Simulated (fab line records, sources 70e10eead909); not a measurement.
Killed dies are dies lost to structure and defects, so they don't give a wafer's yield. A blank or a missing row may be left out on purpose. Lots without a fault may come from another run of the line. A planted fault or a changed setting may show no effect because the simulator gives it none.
Chamber matching | flow nand_harc | NHARC_A_STAIRCASE_ETCH_292 on rie_diel-04: 4 sister chambers
The step etches the open film in CF4/CHF3. 4 wafers are shown with their chamber, then 8 later ones without.

WAFERS WITH THEIR CHAMBER
wafer  | chamber | drypump_motor_current_A (A)
L083.5 | 2       | 5.3
L087.3 | 0       | 5.4
L087.5 | 3       | 6.6
L093.3 | 1       | 5.6

WAFERS WITHOUT THEIR CHAMBER
wafer  | drypump_motor_current_A (A)
L093.5 | 5.3
L093.6 | 6.5
L094.2 | 5.6
L094.4 | 5.5
L094.5 | 5.5
L096.2 | 6.6
L096.3 | 5.2
L096.5 | 5.6

WHICH CHAMBER EACH WENT THROUGH
wafer  | from the rows above          | in truth
L093.5 | can't be placed: 2 or 0      | 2
L093.6 | 3                            | 3
L094.2 | 1                            | 1
L094.4 | can't be placed: 0 or 1 or 2 | 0
L094.5 | can't be placed: 0 or 1 or 2 | 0
L096.2 | 3                            | 3
L096.3 | can't be placed: 2 or 0      | 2
L096.5 | 1                            | 1
Placed correctly: 4 of 8. Can't be placed from these rows: 4 (the true chamber is among the candidates in 4). Placed wrongly: 0.
How it was worked out, from the rows above alone: a wafer's distance from a chamber is the root of the sum, over the readings, of the square of ((its reading less the chamber's mean) divided by the reading's scatter). The wafer belongs to the nearest chamber; if the next one is less than 2 further off, it can't be placed. A chamber's mean is the mean of its shown wafers. The scatter: with one shown wafer a chamber, the root of the mean of the squares of how far each hidden wafer lies from its nearest shown one.
